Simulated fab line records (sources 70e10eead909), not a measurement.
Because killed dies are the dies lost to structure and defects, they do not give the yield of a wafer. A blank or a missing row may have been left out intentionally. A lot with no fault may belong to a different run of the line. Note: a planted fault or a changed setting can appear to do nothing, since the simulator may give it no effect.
Matching of chambers :: flow nandHarc :: NHARC_P_M2_STRIP_18 on rieDiel-02: 4 sister chambers
The step strips in N2/H2. 8 wafers are shown with their chamber, then 12 later ones without.

WAFERS, EACH WITH ITS CHAMBER
wafer: L084.6
chamber: 0
drypumpMotorCurrentA (A): 5.3
oesProductAu (a.u.): 1.018

wafer: L086.6
chamber: 2
drypumpMotorCurrentA (A): 4.9
oesProductAu (a.u.): 1.005

wafer: L088.1
chamber: 3
drypumpMotorCurrentA (A): 5.2
oesProductAu (a.u.): 0.984

wafer: L088.3
chamber: 2
drypumpMotorCurrentA (A): 4.9
oesProductAu (a.u.): 1.003

wafer: L088.6
chamber: 1
drypumpMotorCurrentA (A): 5.7
oesProductAu (a.u.): 0.983

wafer: L089.2
chamber: 1
drypumpMotorCurrentA (A): 5.7
oesProductAu (a.u.): 0.986

wafer: L089.3
chamber: 0
drypumpMotorCurrentA (A): 5.2
oesProductAu (a.u.): 1.019

wafer: L089.5
chamber: 3
drypumpMotorCurrentA (A): 5.3
oesProductAu (a.u.): 0.992

WAFERS WITHOUT THEIR CHAMBER
wafer: L090.2
drypumpMotorCurrentA (A): 5.3
oesProductAu (a.u.): 1.004

wafer: L090.3
drypumpMotorCurrentA (A): 4.9
oesProductAu (a.u.): 1.002

wafer: L090.4
drypumpMotorCurrentA (A): 5.7
oesProductAu (a.u.): 0.983

wafer: L091.2
drypumpMotorCurrentA (A): 5.2
oesProductAu (a.u.): 1.002

wafer: L091.5
drypumpMotorCurrentA (A): 5.3
oesProductAu (a.u.): 0.995

wafer: L091.6
drypumpMotorCurrentA (A): 4.9
oesProductAu (a.u.): 0.999

wafer: L095.3
drypumpMotorCurrentA (A): 5.2
oesProductAu (a.u.): 1.001

wafer: L095.5
drypumpMotorCurrentA (A): 4.9
oesProductAu (a.u.): 0.994

wafer: L095.6
drypumpMotorCurrentA (A): 5.7
oesProductAu (a.u.): 0.978

wafer: L096.1
drypumpMotorCurrentA (A): 5.3
oesProductAu (a.u.): 0.994

wafer: L096.2
drypumpMotorCurrentA (A): 5.7
oesProductAu (a.u.): 0.974

wafer: L096.5
drypumpMotorCurrentA (A): 5.7
oesProductAu (a.u.): 0.981

WHICH CHAMBER EACH ONE RAN IN
wafer: L090.2
from the rows above: can't be placed: 0 or 3
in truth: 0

wafer: L090.3
from the rows above: 2
in truth: 2

wafer: L090.4
from the rows above: 1
in truth: 1

wafer: L091.2
from the rows above: can't be placed: 3 or 0 or 2
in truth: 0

wafer: L091.5
from the rows above: 3
in truth: 3

wafer: L091.6
from the rows above: 2
in truth: 2

wafer: L095.3
from the rows above: can't be placed: 3 or 0 or 2
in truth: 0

wafer: L095.5
from the rows above: 2
in truth: 2

wafer: L095.6
from the rows above: 1
in truth: 1

wafer: L096.1
from the rows above: 3
in truth: 3

wafer: L096.2
from the rows above: 1
in truth: 1

wafer: L096.5
from the rows above: 1
in truth: 1
Placed correctly: 9 of 12. These rows do not allow placing 3 (true chamber among the candidates in 3). Placed wrongly: 0.
How it was worked out, from the rows above alone: a wafer's distance from a chamber is the root of the sum, over the readings, of the square of ((its reading less the chamber's mean) divided by the reading's scatter). If the next closest chamber is less than 2 further off than the closest, the wafer can't be placed; otherwise it belongs to the closest. For every chamber, the mean is computed from those of its wafers that are shown. The scatter is the square root of a quotient: the sum, over the shown wafers, of each reading's squared deviation from its chamber's mean, divided by wafers minus chambers.
